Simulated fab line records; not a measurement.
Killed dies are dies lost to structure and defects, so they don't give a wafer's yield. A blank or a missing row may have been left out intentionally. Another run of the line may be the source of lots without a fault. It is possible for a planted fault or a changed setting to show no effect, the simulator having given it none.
Which of the tools did it? -- flow nand-harc -- 12 lots, 36 wafers sampled, at 5 steps of a route of 1302

WHAT THE GAUGES SHOWED, per wafer
NHARC_P_STI_CD_MEAS_16. Usual: 198.8 nm for cd-nm, sd 2.2.
lot,measured,on,cd-nm (nm),flag
L698,day 3 06:54,cd-sem-03,195.7 194.7 196.1,
L700,day 4 01:58,cd-sem-02,198.8 201.0 199.1,
L702,day 4 22:21,cd-sem-01,199.8 197.4 199.4,
L703,day 5 08:09,cd-sem-01,204.8 202.4 197.3,
L704,day 5 16:40,cd-sem-01,198.2 198.1 200.5,
L708,day 7 11:34,cd-sem-02,200.0 198.3 199.4,
L712,day 9 02:05,cd-sem-03,203.3 195.7 200.1,
L715,day 10 07:19,cd-sem-01,200.6 201.6 195.5,
L716,day 10 21:36,cd-sem-01,200.1 198.5 198.4,
L718,day 11 18:28,cd-sem-03,199.9 199.4 199.9,
L719,day 11 23:25,cd-sem-03,200.7 197.6 200.0,
L720,day 12 08:52,cd-sem-01,198.9 199.7 199.2,

NHARC_P_GATE_CD_MEAS_46: the cd target is 720 nm. Usual: 719.4 nm for cd-nm, sd 1.7.
lot,measured,on,cd-nm (nm),flag
L698,day 5 21:34,cd-sem-03,722.5 719.0 720.7,
L700,day 7 00:25,cd-sem-02,719.8 720.6 716.4,
L702,day 7 19:14,cd-sem-02,716.8 717.3 718.7,
L703,day 8 06:30,cd-sem-01,718.2 717.1 718.3,
L704,day 8 07:08,cd-sem-01,712.0 712.0 711.9,OFF
L708,day 10 08:17,cd-sem-03,720.0 720.4 719.7,
L712,day 11 21:46,cd-sem-03,719.3 720.9 719.0,
L715,day 12 21:08,cd-sem-03,722.7 716.1 718.5,
L716,day 13 17:00,cd-sem-02,719.6 721.4 718.0,
L718,day 14 14:07,cd-sem-03,722.0 719.5 718.2,
L719,day 14 16:13,cd-sem-03,716.9 718.5 716.9,
L720,day 15 01:20,cd-sem-01,719.3 720.4 718.1,

EACH LOT AND THE TOOL THAT RAN IT (in order: tool; ch and the chambers of the sampled wafers; start)
lot,NHARC_P_GATE_DESCUM_13,NHARC_P_GATE_STRIP_101,NHARC_P_GATE_EXPOSE_43
L698,"rie-diel-02 ch 1,2, day 4 19:07","rie-diel-07 ch 2,3, day 5 20:38","krf-scanner-03 ch 0, day 5 21:25"
L700,"rie-diel-02 ch 1,2, day 5 12:26","rie-diel-03 ch 1,2, day 6 23:29","krf-scanner-04 ch 0, day 7 00:14"
L702,"rie-diel-02 ch 1,2,3, day 6 14:19","rie-diel-02 ch 1,2,3, day 7 18:18","krf-scanner-03 ch 0, day 7 19:05"
L703,"rie-diel-02 ch 0,1,3, day 7 03:08","rie-diel-02 ch 0,2,3, day 8 05:35","krf-scanner-04 ch 0, day 8 06:21"
L704,"rie-diel-03 ch 0,1, day 7 03:16","rie-diel-03 ch 0,1,2, day 8 06:13","krf-scanner-03 ch 0, day 8 06:59"
L708,"rie-diel-02 ch 0,1, day 9 02:03","rie-diel-03 ch 0,2, day 10 07:30","krf-scanner-02 ch 0, day 10 08:08"
L712,"rie-diel-07 ch 0,2,3, day 10 11:55","rie-diel-02 ch 1,2,3, day 11 20:50","krf-scanner-04 ch 0, day 11 21:36"
L715,"rie-diel-03 ch 1,3, day 11 19:26","rie-diel-02 ch 0,1,3, day 12 20:13","krf-scanner-03 ch 0, day 12 20:59"
L716,"rie-diel-03 ch 1,2, day 12 10:11","rie-diel-02 ch 2,3, day 13 16:04","krf-scanner-02 ch 0, day 13 16:51"
L718,"rie-diel-03 ch 1,2,3, day 13 07:49","rie-diel-02 ch 1,2, day 14 13:11","krf-scanner-02 ch 0, day 14 13:57"
L719,"rie-diel-03 ch 0,2,3, day 13 07:59","rie-diel-03 ch 1,2, day 14 15:25","krf-scanner-02 ch 0, day 14 16:03"
L720,"rie-diel-03 ch 0,1, day 13 20:01","rie-diel-02 ch 0,2,3, day 15 00:23","krf-scanner-03 ch 0, day 15 01:11"
- NHARC_P_GATE_DESCUM_13: chemistry O2, time 3 s.
- NHARC_P_GATE_STRIP_101: strips in O2, time 20 s.
- NHARC_P_GATE_EXPOSE_43: exposes mask P NSD, target cd 720 nm.

AS READ BY THE TOOLS THEMSELVES (means over the sampled wafers that have a number; for cases with no such wafer, the mark the record gives instead)
NHARC_P_GATE_DESCUM_13. Usual: drypump-motor-current-A 5.6 A, standard deviation 0.41; oes-product-au 1.003 a.u., standard deviation 0.011; rf-vpp-V 57.7 V, standard deviation 0.81; showerhead-plenum-p-Torr 1.92 Torr, standard deviation 0.097; throttle-valve-pct 11.311 %, standard deviation 0.0088.
lot,tool,drypump-motor-current-A (A),oes-product-au (a.u.),rf-vpp-V (V),showerhead-plenum-p-Torr (Torr),throttle-valve-pct (%),flag
L698,rie-diel-02,5.7,0.990,57.8,1.88,11.321,
L700,rie-diel-02,5.7,1.001,58.2,1.88,11.306,
L702,rie-diel-02,5.9,1.001,57.5,1.86,11.310,
L703,rie-diel-02,5.5,1.005,58.0,1.81,11.309,
L704,rie-diel-03,5.8,1.007,57.3,1.98,11.306,
L708,rie-diel-02,5.4,0.999,57.1,1.82,11.317,
L712,rie-diel-07,5.2,1.002,57.5,1.93,11.312,
L715,rie-diel-03,6.0,0.992,58.9,2.05,11.319,
L716,rie-diel-03,5.6,1.011,58.0,1.96,11.311,
L718,rie-diel-03,5.8,1.010,57.6,2.00,11.307,
L719,rie-diel-03,5.8,1.013,58.3,1.93,11.308,
L720,rie-diel-03,5.7,1.002,58.0,1.91,11.305,

NHARC_P_GATE_STRIP_101. Usual: drypump-motor-current-A 5.6 A, standard deviation 0.42; oes-product-au 1.003 a.u., standard deviation 0.011; rf-vpp-V 57.8 V, standard deviation 0.9; showerhead-plenum-p-Torr 3.51 Torr, standard deviation 0.17; throttle-valve-pct 17.036 %, standard deviation 0.0096.
lot,tool,drypump-motor-current-A (A),oes-product-au (a.u.),rf-vpp-V (V),showerhead-plenum-p-Torr (Torr),throttle-valve-pct (%),flag
L698,rie-diel-07,5.4,1.002,57.9,3.61,17.039,
L700,rie-diel-03,5.7,1.001,58.4,3.68,17.027,
L702,rie-diel-02,5.8,1.003,57.7,3.44,17.029,
L703,rie-diel-02,5.7,1.006,57.3,3.42,17.036,
L704,rie-diel-03,5.7,1.007,57.5,3.56,17.027,
L708,rie-diel-03,5.6,0.990,58.3,3.49,17.041,
L712,rie-diel-02,5.8,1.004,57.5,3.44,17.041,
L715,rie-diel-02,5.5,0.999,58.2,3.35,17.034,
L716,rie-diel-02,5.9,1.011,58.8,3.42,17.043,
L718,rie-diel-02,6.0,0.996,58.0,3.54,17.033,
L719,rie-diel-03,5.6,0.998,58.1,3.60,17.031,
L720,rie-diel-02,5.7,1.011,57.0,3.42,17.042,

THE ANSWER, worked out from the rows above alone
Rule: lot off if the mean of its wafers having a number is beyond 3 standard deviations from the usual mean. A lot without any number at a reading at which 4 lots or more have one is off too. The other lots that the step has rows for count as sound. Order of review: gauges by route order, followed by the tools' own readings, for which a lot's mean as printed above is used. At the first step where some lot is off, the reading lying furthest off is the one used; lots without a number count as furthest.
Off: L704, at NHARC_P_GATE_CD_MEAS_46 (cd-nm).
A tool fits if, at a process step before that reading, it ran every lot that is off, and no sound lot after the first of them. Gauges at NHARC_P_GATE_CD_MEAS_46: tried the same way as those tools. Not one of the candidates tried fits.

WHAT THE SIMULATOR PUT IN
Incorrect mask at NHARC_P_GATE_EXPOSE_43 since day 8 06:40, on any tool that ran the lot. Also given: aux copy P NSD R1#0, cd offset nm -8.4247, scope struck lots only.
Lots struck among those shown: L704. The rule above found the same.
